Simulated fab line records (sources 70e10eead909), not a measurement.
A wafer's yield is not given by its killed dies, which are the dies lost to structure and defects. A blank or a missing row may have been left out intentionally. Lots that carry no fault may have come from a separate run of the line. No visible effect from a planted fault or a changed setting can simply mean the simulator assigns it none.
Which of the tools did it? || flow nand_harc || 42 wafers from 14 lots sampled at 5 of the route's 1159 steps

WHAT THE GAUGES READ, wafer by wafer
NHARC_A_ZERO_WELL_INSPECT_17. Usual: 11 for raw_defect_count, sd 5.
{"lot": "L157", "measured": "day 7 01:34", "on": "defect_inspect-01", "raw_defect_count": "8 3 6", "flag": ""}
{"lot": "L156", "measured": "day 7 02:03", "on": "defect_inspect-01", "raw_defect_count": "9 10 4", "flag": ""}
{"lot": "L159", "measured": "day 7 11:19", "on": "defect_inspect-01", "raw_defect_count": "4 2 3", "flag": ""}
{"lot": "L160", "measured": "day 7 11:49", "on": "defect_inspect-01", "raw_defect_count": "12 9 15", "flag": ""}
{"lot": "L161", "measured": "day 7 18:56", "on": "defect_inspect-01", "raw_defect_count": "10 10 9", "flag": ""}
{"lot": "L162", "measured": "day 8 01:58", "on": "defect_inspect-02", "raw_defect_count": "5 11 6", "flag": ""}
{"lot": "L163", "measured": "day 8 12:05", "on": "defect_inspect-01", "raw_defect_count": "11 10 11", "flag": ""}
{"lot": "L165", "measured": "day 8 22:25", "on": "defect_inspect-02", "raw_defect_count": "15 10 11", "flag": ""}
{"lot": "L173", "measured": "day 10 22:06", "on": "defect_inspect-01", "raw_defect_count": "14 3 16", "flag": ""}
{"lot": "L174", "measured": "day 11 06:49", "on": "defect_inspect-02", "raw_defect_count": "4 7 9", "flag": ""}
{"lot": "L176", "measured": "day 11 10:22", "on": "defect_inspect-01", "raw_defect_count": "20 18 15", "flag": ""}
{"lot": "L177", "measured": "day 11 20:04", "on": "defect_inspect-02", "raw_defect_count": "5 7 7", "flag": ""}
{"lot": "L178", "measured": "day 12 01:55", "on": "defect_inspect-01", "raw_defect_count": "7 7 10", "flag": ""}
{"lot": "L179", "measured": "day 12 05:01", "on": "defect_inspect-01", "raw_defect_count": "11 17 14", "flag": ""}

NHARC_A_ONON_D1_THK_MEAS_11: measures by ellipsometry. Usual: 1005 nm for thk_nm, sd 9.7.
{"lot": "L157", "measured": "day 8 00:19", "on": "film_metro-02", "thk_nm (nm)": "1007 1007 1006", "flag": ""}
{"lot": "L156", "measured": "day 8 00:08", "on": "film_metro-01", "thk_nm (nm)": "1009 1010 1009", "flag": ""}
{"lot": "L159", "measured": "day 8 10:18", "on": "film_metro-02", "thk_nm (nm)": "987 986 985", "flag": ""}
{"lot": "L160", "measured": "day 8 10:28", "on": "film_metro-02", "thk_nm (nm)": "1004 1003 1004", "flag": ""}
{"lot": "L161", "measured": "day 8 18:11", "on": "film_metro-01", "thk_nm (nm)": "999 1000 998", "flag": ""}
{"lot": "L162", "measured": "day 9 03:58", "on": "film_metro-01", "thk_nm (nm)": "993 995 995", "flag": ""}
{"lot": "L163", "measured": "day 9 11:36", "on": "film_metro-02", "thk_nm (nm)": "684 685 684 683 682 684", "flag": "OFF"}
{"lot": "L165", "measured": "day 9 22:08", "on": "film_metro-02", "thk_nm (nm)": "685 687 686 686 688 687", "flag": "OFF"}
{"lot": "L173", "measured": "day 11 21:01", "on": "film_metro-02", "thk_nm (nm)": "1019 1016 1015", "flag": ""}
{"lot": "L174", "measured": "day 12 08:26", "on": "film_metro-02", "thk_nm (nm)": "1023 1021 1022", "flag": ""}
{"lot": "L176", "measured": "day 12 08:34", "on": "film_metro-02", "thk_nm (nm)": "997 997 998", "flag": ""}
{"lot": "L177", "measured": "day 12 21:13", "on": "film_metro-02", "thk_nm (nm)": "1010 1010 1008", "flag": ""}
{"lot": "L178", "measured": "day 13 02:41", "on": "film_metro-01", "thk_nm (nm)": "1001 1001 1002", "flag": ""}
{"lot": "L179", "measured": "day 13 02:38", "on": "film_metro-02", "thk_nm (nm)": "1011 1013 1013", "flag": ""}

WHAT TOOL EACH LOT RAN ON (gives the tool, then ch and the chambers of the sampled wafers, and finally the start)
{"lot": "L157", "NHARC_P_BONDPAD_CMP_19": "cmp-04 ch 0,1,2, day 6 22:27", "NHARC_A_ZERO_WELL_ETCH_13": "rie_si-04 ch 0,2,3, day 7 00:29", "NHARC_A_ONON_D1_DEP_09": "pecvd_onon-02 ch 0, day 7 23:49"}
{"lot": "L156", "NHARC_P_BONDPAD_CMP_19": "cmp-04 ch 0,1,2, day 6 22:43", "NHARC_A_ZERO_WELL_ETCH_13": "rie_si-06 ch 0,1,2, day 7 00:58", "NHARC_A_ONON_D1_DEP_09": "pecvd_onon-01 ch 0, day 7 23:38"}
{"lot": "L159", "NHARC_P_BONDPAD_CMP_19": "cmp-02 ch 0,1,3, day 7 08:02", "NHARC_A_ZERO_WELL_ETCH_13": "rie_si-01 ch 0,3, day 7 10:08", "NHARC_A_ONON_D1_DEP_09": "pecvd_onon-01 ch 0, day 8 09:51"}
{"lot": "L160", "NHARC_P_BONDPAD_CMP_19": "cmp-04 ch 0,1,3, day 7 08:33", "NHARC_A_ZERO_WELL_ETCH_13": "rie_si-06 ch 1,3, day 7 10:43", "NHARC_A_ONON_D1_DEP_09": "pecvd_onon-03 ch 0, day 8 10:02"}
{"lot": "L161", "NHARC_P_BONDPAD_CMP_19": "cmp-04 ch 0,2,3, day 7 15:37", "NHARC_A_ZERO_WELL_ETCH_13": "rie_si-04 ch 0,2,3, day 7 17:50", "NHARC_A_ONON_D1_DEP_09": "pecvd_onon-03 ch 0, day 8 17:48"}
{"lot": "L162", "NHARC_P_BONDPAD_CMP_19": "cmp-04 ch 0,2,3, day 7 22:43", "NHARC_A_ZERO_WELL_ETCH_13": "rie_si-01 ch 0,2,3, day 8 00:53", "NHARC_A_ONON_D1_DEP_09": "pecvd_onon-03 ch 0, day 9 03:31"}
{"lot": "L163", "NHARC_P_BONDPAD_CMP_19": "cmp-04 ch 0,1,3, day 8 08:52", "NHARC_A_ZERO_WELL_ETCH_13": "rie_si-01 ch 1,2,3, day 8 10:59", "NHARC_A_ONON_D1_DEP_09": "pecvd_onon-03 ch 0, day 9 11:08"}
{"lot": "L165", "NHARC_P_BONDPAD_CMP_19": "cmp-03 ch 1,2,3, day 8 19:07", "NHARC_A_ZERO_WELL_ETCH_13": "rie_si-01 ch 0,1,2, day 8 21:19", "NHARC_A_ONON_D1_DEP_09": "pecvd_onon-03 ch 0, day 9 21:42"}
{"lot": "L173", "NHARC_P_BONDPAD_CMP_19": "cmp-04 ch 0,2, day 10 18:53", "NHARC_A_ZERO_WELL_ETCH_13": "rie_si-01 ch 1,2,3, day 10 21:01", "NHARC_A_ONON_D1_DEP_09": "pecvd_onon-02 ch 0, day 11 20:30"}
{"lot": "L174", "NHARC_P_BONDPAD_CMP_19": "cmp-03 ch 0,2,3, day 11 03:27", "NHARC_A_ZERO_WELL_ETCH_13": "rie_si-04 ch 0,1,3, day 11 05:39", "NHARC_A_ONON_D1_DEP_09": "pecvd_onon-01 ch 0, day 12 07:55"}
{"lot": "L176", "NHARC_P_BONDPAD_CMP_19": "cmp-02 ch 0,1,2, day 11 07:05", "NHARC_A_ZERO_WELL_ETCH_13": "rie_si-04 ch 0,1,3, day 11 09:14", "NHARC_A_ONON_D1_DEP_09": "pecvd_onon-02 ch 0, day 12 08:03"}
{"lot": "L177", "NHARC_P_BONDPAD_CMP_19": "cmp-02 ch 1,2, day 11 16:53", "NHARC_A_ZERO_WELL_ETCH_13": "rie_si-04 ch 0,3, day 11 18:58", "NHARC_A_ONON_D1_DEP_09": "pecvd_onon-02 ch 0, day 12 20:42"}
{"lot": "L178", "NHARC_P_BONDPAD_CMP_19": "cmp-02 ch 1,3, day 11 22:34", "NHARC_A_ZERO_WELL_ETCH_13": "rie_si-06 ch 0,3, day 12 00:49", "NHARC_A_ONON_D1_DEP_09": "pecvd_onon-02 ch 0, day 13 02:10"}
{"lot": "L179", "NHARC_P_BONDPAD_CMP_19": "cmp-02 ch 0,1,3, day 12 01:47", "NHARC_A_ZERO_WELL_ETCH_13": "rie_si-06 ch 0,3, day 12 03:55", "NHARC_A_ONON_D1_DEP_09": "pecvd_onon-03 ch 0, day 13 02:10"}
- NHARC_P_BONDPAD_CMP_19: polishes, t overpolish 30 s, cu recess touch 16 s, target thk 160.81 nm.
- NHARC_A_ZERO_WELL_ETCH_13: etches the open film in HBr/Cl2, target depth 120 nm, time 40.1 s.
- NHARC_A_ONON_D1_DEP_09: target thk 1000 nm.

WHAT THE TOOLS THEMSELVES READ (means of the sampled wafers that have a number; where no wafer has one, the mark that the record gives instead)
NHARC_P_BONDPAD_CMP_19. Usual: motor_current_A 12.1 A, standard deviation 1.1; overpolish_run_s 30.000 s, standard deviation 0.0085.
{"lot": "L157", "tool": "cmp-04", "motor_current_A (A)": 11.8, "overpolish_run_s (s)": 29.993, "flag": ""}
{"lot": "L156", "tool": "cmp-04", "motor_current_A (A)": 11.5, "overpolish_run_s (s)": 29.999, "flag": ""}
{"lot": "L159", "tool": "cmp-02", "motor_current_A (A)": 12.5, "overpolish_run_s (s)": 30.000, "flag": ""}
{"lot": "L160", "tool": "cmp-04", "motor_current_A (A)": 12.8, "overpolish_run_s (s)": 29.998, "flag": ""}
{"lot": "L161", "tool": "cmp-04", "motor_current_A (A)": 12.0, "overpolish_run_s (s)": 29.995, "flag": ""}
{"lot": "L162", "tool": "cmp-04", "motor_current_A (A)": 11.7, "overpolish_run_s (s)": 30.007, "flag": ""}
{"lot": "L163", "tool": "cmp-04", "motor_current_A (A)": 12.7, "overpolish_run_s (s)": 30.005, "flag": ""}
{"lot": "L165", "tool": "cmp-03", "motor_current_A (A)": 13.0, "overpolish_run_s (s)": 29.999, "flag": ""}
{"lot": "L173", "tool": "cmp-04", "motor_current_A (A)": 10.7, "overpolish_run_s (s)": 29.992, "flag": ""}
{"lot": "L174", "tool": "cmp-03", "motor_current_A (A)": 12.2, "overpolish_run_s (s)": 30.001, "flag": ""}
{"lot": "L176", "tool": "cmp-02", "motor_current_A (A)": 12.1, "overpolish_run_s (s)": 30.001, "flag": ""}
{"lot": "L177", "tool": "cmp-02", "motor_current_A (A)": 11.5, "overpolish_run_s (s)": 30.011, "flag": ""}
{"lot": "L178", "tool": "cmp-02", "motor_current_A (A)": 13.1, "overpolish_run_s (s)": 29.994, "flag": ""}
{"lot": "L179", "tool": "cmp-02", "motor_current_A (A)": 12.4, "overpolish_run_s (s)": 29.993, "flag": ""}

NHARC_A_ZERO_WELL_ETCH_13. Usual: drypump_motor_current_A 5.5 A, standard deviation 0.52; mfc_cl2_sccm 50.01 sccm, standard deviation 0.15; oes_product_au 0.998 a.u., standard deviation 0.012; throttle_valve_pct 26.405 %, standard deviation 0.0091.
{"lot": "L157", "tool": "rie_si-04", "drypump_motor_current_A (A)": 5.5, "mfc_cl2_sccm (sccm)": 49.94, "oes_product_au (a.u.)": 0.997, "throttle_valve_pct (%)": 26.407, "flag": ""}
{"lot": "L156", "tool": "rie_si-06", "drypump_motor_current_A (A)": 5.5, "mfc_cl2_sccm (sccm)": 49.92, "oes_product_au (a.u.)": 1.005, "throttle_valve_pct (%)": 26.411, "flag": ""}
{"lot": "L159", "tool": "rie_si-01", "drypump_motor_current_A (A)": 5.8, "mfc_cl2_sccm (sccm)": 50.01, "oes_product_au (a.u.)": 0.994, "throttle_valve_pct (%)": 26.403, "flag": ""}
{"lot": "L160", "tool": "rie_si-06", "drypump_motor_current_A (A)": 5.8, "mfc_cl2_sccm (sccm)": 49.89, "oes_product_au (a.u.)": 1.000, "throttle_valve_pct (%)": 26.406, "flag": ""}
{"lot": "L161", "tool": "rie_si-04", "drypump_motor_current_A (A)": 5.4, "mfc_cl2_sccm (sccm)": 50.00, "oes_product_au (a.u.)": 1.000, "throttle_valve_pct (%)": 26.396, "flag": ""}
{"lot": "L162", "tool": "rie_si-01", "drypump_motor_current_A (A)": 5.3, "mfc_cl2_sccm (sccm)": 50.01, "oes_product_au (a.u.)": 0.999, "throttle_valve_pct (%)": 26.405, "flag": ""}
{"lot": "L163", "tool": "rie_si-01", "drypump_motor_current_A (A)": 5.2, "mfc_cl2_sccm (sccm)": 50.00, "oes_product_au (a.u.)": 1.004, "throttle_valve_pct (%)": 26.413, "flag": ""}
{"lot": "L165", "tool": "rie_si-01", "drypump_motor_current_A (A)": 5.7, "mfc_cl2_sccm (sccm)": 50.07, "oes_product_au (a.u.)": 0.991, "throttle_valve_pct (%)": 26.412, "flag": ""}
{"lot": "L173", "tool": "rie_si-01", "drypump_motor_current_A (A)": 5.2, "mfc_cl2_sccm (sccm)": 49.97, "oes_product_au (a.u.)": 1.005, "throttle_valve_pct (%)": 26.411, "flag": ""}
{"lot": "L174", "tool": "rie_si-04", "drypump_motor_current_A (A)": 5.4, "mfc_cl2_sccm (sccm)": 50.19, "oes_product_au (a.u.)": 1.005, "throttle_valve_pct (%)": 26.408, "flag": ""}
{"lot": "L176", "tool": "rie_si-04", "drypump_motor_current_A (A)": 5.4, "mfc_cl2_sccm (sccm)": 49.99, "oes_product_au (a.u.)": 0.999, "throttle_valve_pct (%)": 26.402, "flag": ""}
{"lot": "L177", "tool": "rie_si-04", "drypump_motor_current_A (A)": 5.1, "mfc_cl2_sccm (sccm)": 49.97, "oes_product_au (a.u.)": 0.982, "throttle_valve_pct (%)": 26.397, "flag": ""}
{"lot": "L178", "tool": "rie_si-06", "drypump_motor_current_A (A)": 5.7, "mfc_cl2_sccm (sccm)": 50.24, "oes_product_au (a.u.)": 1.008, "throttle_valve_pct (%)": 26.406, "flag": ""}
{"lot": "L179", "tool": "rie_si-06", "drypump_motor_current_A (A)": 5.6, "mfc_cl2_sccm (sccm)": 50.01, "oes_product_au (a.u.)": 1.000, "throttle_valve_pct (%)": 26.395, "flag": ""}

NHARC_A_ONON_D1_DEP_09. Usual: 2750 sccm for n2_flow_sccm, sd 8.4.
{"lot": "L157", "tool": "pecvd_onon-02", "n2_flow_sccm (sccm)": 2752, "flag": ""}
{"lot": "L156", "tool": "pecvd_onon-01", "n2_flow_sccm (sccm)": 2748, "flag": ""}
{"lot": "L159", "tool": "pecvd_onon-01", "n2_flow_sccm (sccm)": 2747, "flag": ""}
{"lot": "L160", "tool": "pecvd_onon-03", "n2_flow_sccm (sccm)": 2749, "flag": ""}
{"lot": "L161", "tool": "pecvd_onon-03", "n2_flow_sccm (sccm)": 2733, "flag": ""}
{"lot": "L162", "tool": "pecvd_onon-03", "n2_flow_sccm (sccm)": 2751, "flag": ""}
{"lot": "L163", "tool": "pecvd_onon-03", "n2_flow_sccm (sccm)": 2747, "flag": ""}
{"lot": "L165", "tool": "pecvd_onon-03", "n2_flow_sccm (sccm)": 2744, "flag": ""}
{"lot": "L173", "tool": "pecvd_onon-02", "n2_flow_sccm (sccm)": 2756, "flag": ""}
{"lot": "L174", "tool": "pecvd_onon-01", "n2_flow_sccm (sccm)": 2759, "flag": ""}
{"lot": "L176", "tool": "pecvd_onon-02", "n2_flow_sccm (sccm)": 2736, "flag": ""}
{"lot": "L177", "tool": "pecvd_onon-02", "n2_flow_sccm (sccm)": 2744, "flag": ""}
{"lot": "L178", "tool": "pecvd_onon-02", "n2_flow_sccm (sccm)": 2755, "flag": ""}
{"lot": "L179", "tool": "pecvd_onon-03", "n2_flow_sccm (sccm)": 2746, "flag": ""}

THE ANSWER, worked out from the rows above alone
Rule: a lot counts as off when the mean over its wafers that have a number is more than 3 standard deviations away from the usual mean. A lot without any number at a reading at which 4 lots or more have one is off too. Where the step has rows for the other lots, those lots are counted as sound. First the gauges in route order, then the tools' own readings, where a lot's mean is used as printed above. The first step at which some lot is off is used, and at that step the reading that is off furthest; a lot without a number counts as furthest.
Off: L163, L165 (NHARC_A_ONON_D1_THK_MEAS_11, thk_nm).
A tool fits if, at a process step before that reading, it ran every lot that is off, and no sound lot after the first of them. The gauges at NHARC_A_ONON_D1_THK_MEAS_11 are tried like those tools. No candidate that was tried fits.

WHAT THE SIMULATOR HAD INSERTED
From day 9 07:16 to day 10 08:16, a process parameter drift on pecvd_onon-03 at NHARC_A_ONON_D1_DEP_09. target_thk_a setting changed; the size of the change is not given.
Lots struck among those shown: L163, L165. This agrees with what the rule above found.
